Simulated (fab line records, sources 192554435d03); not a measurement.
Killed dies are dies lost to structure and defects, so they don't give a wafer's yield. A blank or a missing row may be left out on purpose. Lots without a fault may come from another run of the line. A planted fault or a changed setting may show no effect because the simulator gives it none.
Split-lot experiment | flow n5_finfet | 7 lots, 21 wafers read, on a route of 1938 steps

THE SPLIT
At N5_MOL_CONTACT_COAG_ETCH_15 (etches SiNx in CH3F/O2, stops on Si:P, target depth 7 nm), the setting source_w was moved away from the recipe's 395 W on 8 of the 21 wafers read, by -17.5% to +16.8%. The other wafers ran this setting at the recipe's value.

The reading is taken at the split's own step.

THE READING
rf_vpp_V, in V, at N5_MOL_CONTACT_COAG_ETCH_15 (etches SiNx in CH3F/O2, stops on Si:P, target depth 7 nm). Fault-free wafers of this fab line usually give 298 V, standard deviation 3.9 V.

wafer  | tool, chamber at the split | source_w as run, W | against the recipe | rf_vpp_V, V | against lot-mates on the recipe
L075.2 | rie_diel-04, 1             | 395                | recipe             | 294         | -
L075.3 | rie_diel-04, 3             | 395                | recipe             | 301         | -
L075.4 | rie_diel-04, 0             | 395                | recipe             | 292         | -
L080.1 | rie_diel-01, 2             | 395                | recipe             | 295         | -
L080.2 | rie_diel-01, 1             | 331.6              | -16.1%             | 323         | +28
L080.6 | rie_diel-01, 2             | 331.6              | -16.1%             | 322         | +27
L084.1 | rie_diel-01, 2             | 395                | recipe             | 297         | -
L084.2 | rie_diel-01, 1             | 395                | recipe             | 297         | -
L084.6 | rie_diel-01, 1             | 437.4              | +10.7%             | 283         | -14
L085.1 | rie_diel-01, 1             | 461.3              | +16.8%             | 278         | -20
L085.3 | rie_diel-01, 2             | 461.3              | +16.8%             | 276         | -22
L085.4 | rie_diel-01, 3             | 395                | recipe             | 298         | -
L088.1 | rie_diel-06, 2             | 395                | recipe             | 300         | -
L088.2 | rie_diel-06, 0             | 395                | recipe             | 292         | -
L088.3 | rie_diel-06, 3             | 395                | recipe             | 295         | -
L091.2 | rie_diel-01, 1             | 351.6              | -11.0%             | 314         | +16
L091.3 | rie_diel-01, 3             | 395                | recipe             | 298         | -
L091.4 | rie_diel-01, 2             | 351.6              | -11.0%             | 312         | +14
L092.2 | rie_diel-01, 1             | 395                | recipe             | 299         | -
L092.4 | rie_diel-01, 2             | 325.8              | -17.5%             | 323         | +26
L092.6 | rie_diel-01, 2             | 395                | recipe             | 295         | -

THE FIT
A straight line over all 21 wafers: rf_vpp_V changes by -1.4 V for each +1% of source_w; r = -0.98; the points scatter about the line by 2.8 V.
The same after taking each lot's own level away (the mean of its wafers on the recipe; 21 wafers): -1.44 V for each +1%; r = -0.98; scatter 2.7 V.
On that fit, the largest move of source_w shifts the reading by 25 V.
The lots' own levels span 295.0 to 298.0 V, that is 0.8 times the standard deviation above.
So the lot-to-lot level changes the slope little: the two slopes agree.
Check: with one of the wafers moved furthest among these (-17.5%) left out of the fit, the line predicts +25.9 V for it against its lot-mates. It came out at +26 V against them.
Tool readings at the split's step, against how far the setting was moved: rf_vpp_V r = -0.98.

OTHER SPLITS ON THESE WAFERS
These wafers also went through other splits before the reading. Each is held against what the fit with the lots' levels taken away leaves over:
other split on the same wafers               | wafers away from the commonest value | r with rf_vpp_V (lot level and that fit taken away)
N5_DUMMY_GATE_COAT_28 spin_rpm               | 5                                    | -0.19
N5_SD_EPI_N_PEB_07 peb_time_s                | 9                                    | -0.01
N5_SDB_CUT_ETCH_26 icp_w                     | 6                                    | +0.17
N5_SDB_ALD_29 ald_cycles                     | 3                                    | +0.04
N5_HKMG_FIN_ETCH_54 source_w                 | 7                                    | -0.15
N5_HKMG_FIN_ETCH_55 bias_w                   | 5                                    | -0.19
N5_MOL_CONTACT_COAG_CONTACT_ETCH_14 source_w | 5                                    | +0.05

THE FILE'S OWN FIT
rf_vpp_V changes by -1.45 V for each +1% of source_w, r = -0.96.
